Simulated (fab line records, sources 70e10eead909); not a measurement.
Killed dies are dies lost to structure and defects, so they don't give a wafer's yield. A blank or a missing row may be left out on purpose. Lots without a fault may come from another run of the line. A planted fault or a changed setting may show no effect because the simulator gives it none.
Problem report in the 8D (eight disciplines) form, filled by code | flow nand_harc | the parts of the form that need people (team, actions taken, sign-off) are left out

1. THE PROBLEM
killed_at_array at NHARC_END_SORT_01 reads a mean of 478 on 6 wafers of 2 lots; wafers without a fault read 56 with a standard deviation of 19. That is +22 standard deviations from the usual mean.
First seen on wafer L621.3, day 27 15:47, on prober-01. The record holds 8 wafers of 3 lots with a number at this step. Rule for "out", or "out of limits": more than 4 standard deviations from the usual mean. The other wafers with a number count as sound.

2. WHAT IT IS AND WHAT IT IS NOT
question                    | is                           | is not
which readings at this step | killed_at_array, killed_dies | killed_at_other, killed_at_periphery, killed_open, killed_short
which lots                  | L621, L623                   | L626
which wafers of those lots  | all that have a number       | -
read on which gauges        | prober-01                    | prober-02
when                        | from day 27 15:47            | up to then (0 sound wafers); but 2 sound wafers of L626 came after

3. SUSPECTS, AND WHAT RULES EACH OUT
Counting: a tool at a process step up to the reading stays a suspect if it ran every lot that is out and no sound lot after the first of them.
- the gauge at NHARC_END_SORT_01: kept. All the wafers that are out were read on prober-01, and no step on other tools shows them out.
- ecd_cu-01 at NHARC_A_M0_ECD_22 (material Cu, target thk 400 nm): kept. It ran every lot that is out, first L621 (day 26 00:07), and no sound lot after that.
Left after counting: ecd_cu-01 at NHARC_A_M0_ECD_22, prober-01 at NHARC_END_SORT_01.

4. THE CAUSE (what the simulator had put in)
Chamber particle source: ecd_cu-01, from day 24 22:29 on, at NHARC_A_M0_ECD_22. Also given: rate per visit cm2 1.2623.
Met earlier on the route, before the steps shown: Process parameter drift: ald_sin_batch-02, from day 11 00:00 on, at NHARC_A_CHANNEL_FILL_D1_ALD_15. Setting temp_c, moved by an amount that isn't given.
Counting left 2 suspects, and this tool is among them.

5. THE CHAIN OF EFFECTS, in route order
Each row: a reading whose mean over the struck wafers that have a number lies more than 3 standard deviations from the usual. Only readings for which the record gives a usual standard deviation are gone through. hours: the time from each lot's start at the first step in this table that gives one to its start at this step, as a median over the lots. sigmas: the change in usual standard deviations.
hours | step              | reading         | usual | on struck wafers | change | sigmas
0     | NHARC_END_SORT_01 | killed_at_array | 56    | 478              | +422   | +22
0     | NHARC_END_SORT_01 | killed_dies     | 61    | 482              | +421   | +22

6. WHAT WOULD HAVE CAUGHT IT SOONER
In this record the first reading out of limits at a measuring or inspecting step was taken at day 27 15:47, 65 hours after the fault began at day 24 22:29.
All the lots that are out (2) had begun NHARC_A_M0_ECD_22 on ecd_cu-01 by day 27 15:47. A hold on the tool at that time would have spared none of them.
